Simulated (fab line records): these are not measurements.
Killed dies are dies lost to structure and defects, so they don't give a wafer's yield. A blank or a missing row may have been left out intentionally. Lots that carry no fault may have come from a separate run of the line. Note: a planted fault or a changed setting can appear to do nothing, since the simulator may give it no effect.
Split-lot trial -- flow n5Finfet -- 21 wafers read across 7 lots, on a route 1938 steps long

== ON THE SPLIT ==
At N5_BEOL_M1_ETCH_64 (etches SOC in N2/H2, target depth 75 nm, overetch 15 nm, time 112.5 s), the setting sourceW was moved away from the recipe's 840 W on 7 of the 21 wafers read, by -17.2% to +15.3%. This setting was run at the recipe's value on the other wafers.

The split's own step is where the reading is taken.

== THE READING ==
rfVppV, in V, at N5_BEOL_M1_ETCH_64 (etches SOC in N2/H2, target depth 75 nm, overetch 15 nm, time 112.5 s). Fault-free wafers of this fab line usually give 523.4 V, standard deviation 2.2 V.

wafer,"tool, chamber at the split","sourceW as run, W",against the recipe,"rfVppV, V",against lot-mates on the recipe
L075.2,"rieDiel-02, 2",840,recipe,524.1,-
L075.4,"rieDiel-02, 3",840,recipe,523.9,-
L075.5,"rieDiel-02, 0",840,recipe,523.7,-
L077.1,"rieDiel-02, 2",840,recipe,525.9,-
L077.2,"rieDiel-02, 0",695.3,-17.2%,556.8,+30.9
L077.3,"rieDiel-02, 3",695.3,-17.2%,557.2,+31.3
L080.1,"rieDiel-05, 2",840,recipe,522.2,-
L080.3,"rieDiel-05, 0",840,recipe,522.9,-
L080.6,"rieDiel-05, 0",840,recipe,523.5,-
L083.2,"rieDiel-04, 2",840,recipe,528.1,-
L083.4,"rieDiel-04, 3",840,recipe,519.5,-
L083.5,"rieDiel-04, 2",840,recipe,527.6,-
L085.3,"rieDiel-02, 2",840,recipe,524.9,-
L085.5,"rieDiel-02, 2",968.7,+15.3%,499.5,-25.4
L085.6,"rieDiel-02, 3",968.7,+15.3%,498.9,-26.0
L090.2,"rieDiel-05, 0",840,recipe,523.9,-
L090.5,"rieDiel-05, 0",761.7,-9.3%,540.0,+16.5
L090.6,"rieDiel-05, 1",840,recipe,523.2,-
L091.2,"rieDiel-05, 1",742.3,-11.6%,544.8,+22.0
L091.3,"rieDiel-05, 3",742.3,-11.6%,544.6,+21.8
L091.4,"rieDiel-05, 3",840,recipe,522.8,-

THE FIT
A straight line over all 21 wafers: rfVppV changes by -1.77 V for each +1% of sourceW; r = -0.99; the points scatter about the line by 2.1 V.
The same after taking each lot's own level away (the mean of its wafers on the recipe; 21 wafers): -1.77 V for each +1%; r = -0.99; scatter 1.7 V.
According to that fit, moving sourceW by its largest amount changes the reading by 30 V.
Across the lots, their own levels run from 522.80 to 525.90 V, a range of 1.4 times the standard deviation given above.
The two slopes agree, so the slope changes little with the lot-to-lot level.
Check: with one of the wafers moved furthest among these (-17.2%) left out of the fit, the line predicts +30.7 V for it against its lot-mates. It came out at +30.9 V against them.
Tool readings at the split's step, against how far the setting was moved: rfVppV r = -0.99.

== OTHER SPLITS APPLIED TO THESE WAFERS ==
Note: prior to the reading, these wafers also went through further splits. Each is held against what the fit with the lots' levels taken away leaves over:
other split on the same wafers,wafers away from the commonest value,r with rfVppV (lot level and that fit taken away)
N5_GATE_CUT_ALD_22 aldCycles,4,+0.10
N5_MOL_CONTACT_COAG_COAT_103 spinRpm,7,+0.10
N5_MOL_CONTACT_COAG_ETCHBACK_135 timeS,9,-0.09
N5_MOL_CONTACT_COAG_VIA_ETCH_46 biasW,6,+0.01
N5_MOL_CONTACT_COAG_ETCHBACK_136 targetDepthA,7,-0.04
N5_BEOL_M0_SAQP_SPACER1_ALD_98 aldCycles,7,-0.05
N5_BEOL_M0_SAQP_ETCH_107 biasW,12,+0.02

== THE WHOLE CHAIN: every reading that the file lists as answering this split, in the file's order ==
step,what it does,reading,change (the file's fit),r (the file's)
N5_BEOL_M1_ETCH_64,"etches SOC in N2/H2, target depth 75 nm, overetch 15 nm, time 112.5 s",rfVppV,-1.77 V for each +1% of the setting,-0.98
N5_BEOL_M1_ETCH_64,"etches SOC in N2/H2, target depth 75 nm, overetch 15 nm, time 112.5 s","SiARC_of_BEOL_M1_COAT_62.thkNm (the simulator's own value, which no gauge read)",-0.0296 nm for each +1% of the setting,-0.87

== THE FILE'S OWN FIT ==
rfVppV changes by -1.77 V for each +1% of sourceW, r = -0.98.
